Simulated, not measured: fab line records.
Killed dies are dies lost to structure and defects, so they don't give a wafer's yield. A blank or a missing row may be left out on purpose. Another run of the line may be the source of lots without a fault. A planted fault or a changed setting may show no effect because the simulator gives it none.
Chamber matching -- flow nand_harc -- 3 sister chambers for NHARC_A_STAIRCASE_DEP_301 on pecvd-02
The step deposits SiON, target thk 30 nm. 14 wafers are shown with their chamber, then 7 later ones without.

## WAFERS PAIRED WITH THEIR CHAMBERS
wafer,chamber,heater_power_w (W)
L079.1,0,638
L079.5,1,689
L079.6,0,633
L080.1,1,794
L080.2,0,531
L080.3,2,767
L090.1,0,596
L090.2,1,743
L090.6,0,579
L091.2,2,800
L091.3,0,618
L091.4,1,766
L092.4,1,746
L092.5,2,687

SIGNATURES, as means of the wafers listed above
reading,chamber 0,chamber 1,chamber 2,scatter within a chamber
heater_power_w,599.17,747.60,751.33,43.5
Rule: a wafer lies at a distance from a chamber equal to the root of the sum of squares, over the readings, of (its reading less the chamber's mean, divided by the reading's scatter). If the next closest chamber is less than 2 further off than the closest, the wafer can't be placed; otherwise it belongs to the closest. The scatter: take each reading less its chamber's mean, square it, sum over the shown wafers, divide by the number of wafers less the number of chambers, and take the root.

## WAFERS WHOSE CHAMBER IS MISSING
wafer,heater_power_w (W)
L092.6,577
L093.3,784
L093.4,662
L093.5,792
L096.2,645
L096.3,713
L096.4,714

## THE CHAMBER EACH PASSED THROUGH
wafer,from the rows above,in truth
L092.6,0,0
L093.3,can't be placed: 2 or 1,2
L093.4,can't be placed: 0 or 1 or 2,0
L093.5,can't be placed: 2 or 1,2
L096.2,can't be placed: 0 or 1 or 2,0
L096.3,can't be placed: 1 or 2 or 0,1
L096.4,can't be placed: 1 or 2 or 0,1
Correct placement for 1 of the 7. Can't be placed from these rows: 6 (the true chamber is among the candidates in 6). Placed wrongly: 0.
